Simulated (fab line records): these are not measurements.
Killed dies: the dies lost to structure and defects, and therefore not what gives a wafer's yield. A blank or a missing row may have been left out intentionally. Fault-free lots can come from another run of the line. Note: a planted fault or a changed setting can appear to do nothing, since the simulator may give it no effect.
Chamber matching | flow nand harc | 4 sister chambers for NHARC_A_CHANNEL_HOLE_D1_ETCH_44 on rie diel-06
The step etches the open film in CF4/O2, target depth 140 nm, overetch 14 nm, time 77 s. 20 wafers are shown with their chamber, then 10 later ones without.

WAFERS, EACH WITH ITS CHAMBER
wafer  | chamber | drypump motor current A (A) | showerhead plenum p Torr (Torr) | throttle valve pct (%)
L188.1 | 0       | 6.16                        | 1.36                            | 13.407
L188.5 | 0       | 6.16                        | 1.36                            | 13.402
L188.6 | 1       | 6.00                        | 1.34                            | 13.403
L192.1 | 0       | 6.17                        | 1.36                            | 13.397
L192.4 | 2       | 5.72                        | 1.33                            | 13.402
L192.5 | 3       | 5.92                        | 1.35                            | 13.389
L193.1 | 0       | 6.14                        | 1.36                            | 13.403
L193.2 | 3       | 5.92                        | 1.35                            | 13.374
L193.5 | 0       | 6.17                        | 1.36                            | 13.399
L194.2 | 2       | 5.69                        | 1.33                            | 13.388
L194.3 | 1       | 5.98                        | 1.34                            | 13.389
L194.4 | 0       | 6.13                        | 1.36                            | 13.401
L198.2 | 2       | 5.68                        | 1.33                            | 13.402
L198.3 | 0       | 6.14                        | 1.36                            | 13.400
L198.6 | 2       | 5.69                        | 1.33                            | 13.400
L199.4 | 3       | 5.91                        | 1.34                            | 13.399
L199.5 | 1       | 6.03                        | 1.34                            | 13.415
L199.6 | 0       | 6.13                        | 1.36                            | 13.399
L207.1 | 3       | 5.91                        | 1.34                            | 13.397
L207.2 | 2       | 5.73                        | 1.33                            | 13.389

SIGNATURES, as means of the wafers listed above
reading                  | chamber 0 | chamber 1 | chamber 2 | chamber 3 | scatter within a chamber
drypump motor current A  | 6.1500    | 6.0033    | 5.7020    | 5.9150    | 0.0181
showerhead plenum p Torr | 1.3600    | 1.3400    | 1.3300    | 1.3450    | 0.0025
throttle valve pct       | 13.40100  | 13.40233  | 13.39620  | 13.38975  | 0.00787
Rule: for a wafer and a chamber, the distance is found by dividing, reading by reading, the gap between the wafer's reading and the chamber's mean by the reading's scatter, squaring, summing and taking the root. The wafer belongs to the nearest chamber; if the next one is less than 2 further off, it can't be placed. How the scatter is found: for the shown wafers, subtract from each reading the mean of its chamber, square and add these, divide the total by (wafers less chambers), then take the root.

WAFERS WHOSE CHAMBER IS MISSING
wafer  | drypump motor current A (A) | showerhead plenum p Torr (Torr) | throttle valve pct (%)
L207.3 | 6.00                        | 1.34                            | 13.405
L209.1 | 5.99                        | 1.34                            | 13.395
L209.2 | 5.93                        | 1.34                            | 13.400
L209.4 | 5.70                        | 1.33                            | 13.411
L208.4 | 5.98                        | 1.34                            | 13.408
L208.5 | 5.99                        | 1.34                            | 13.400
L208.6 | 6.18                        | 1.35                            | 13.394
L210.3 | 5.72                        | 1.33                            | 13.403
L210.4 | 6.17                        | 1.35                            | 13.396
L210.5 | 6.17                        | 1.36                            | 13.391

EACH ONE'S CHAMBER
wafer  | from the rows above     | in truth
L207.3 | 1                       | 1
L209.1 | 1                       | 1
L209.2 | can't be placed: 3 or 1 | 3
L209.4 | 2                       | 2
L208.4 | 1                       | 1
L208.5 | 1                       | 1
L208.6 | 0                       | 0
L210.3 | 2                       | 2
L210.4 | 0                       | 0
L210.5 | 0                       | 0
Correct placement for 9 of the 10. From these rows, 1 cannot be placed; in 1 the true chamber is one of the candidates. Number placed wrongly: 0.
